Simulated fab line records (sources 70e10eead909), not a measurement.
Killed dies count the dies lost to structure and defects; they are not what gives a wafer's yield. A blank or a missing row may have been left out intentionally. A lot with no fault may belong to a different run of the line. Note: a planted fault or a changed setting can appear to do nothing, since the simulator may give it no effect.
Chamber matching	flow nand harc	NHARC_A_ONON_D2_DEP_33 on pecvd-03 has 3 sister chambers
The step deposits SiO2, target thk 200 nm. 6 wafers are shown with their chamber, then 7 later ones without.

## WAFERS, EACH WITH ITS CHAMBER
wafer	chamber	heater power w (W)	heater power outer w (W)
L084.6	0	570	304
L087.1	1	635	337
L087.3	2	428	207
L087.4	1	632	340
L090.3	2	377	181
L090.5	0	675	405

## WAFERS WITH NO CHAMBER GIVEN
wafer	heater power w (W)	heater power outer w (W)
L090.6	389	190
L095.2	642	376
L095.4	608	316
L095.5	660	380
L097.2	381	182
L097.3	627	321
L097.6	623	328

## WHICH CHAMBER EACH WENT THROUGH
wafer	from the rows above	in truth
L090.6	2	2
L095.2	can't be placed: 0 or 1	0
L095.4	can't be placed: 1 or 0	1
L095.5	can't be placed: 0 or 1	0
L097.2	2	2
L097.3	can't be placed: 1 or 0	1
L097.6	can't be placed: 1 or 0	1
Correctly placed: 2 of 7. Can't be placed from these rows: 5 (the true chamber is among the candidates in 5). Wrongly placed: 0.
How it was worked out, from the rows above alone: a wafer's distance from a chamber is the root of the sum, over the readings, of the square of ((its reading less the chamber's mean) divided by the reading's scatter). The wafer belongs to the nearest chamber; if the next one is less than 2 further off, it can't be placed. For every chamber, the mean is computed from those of its wafers that are shown. The scatter: the root of (the sum of the squares of (reading less its chamber's mean) over the shown wafers, divided by (wafers less chambers)).
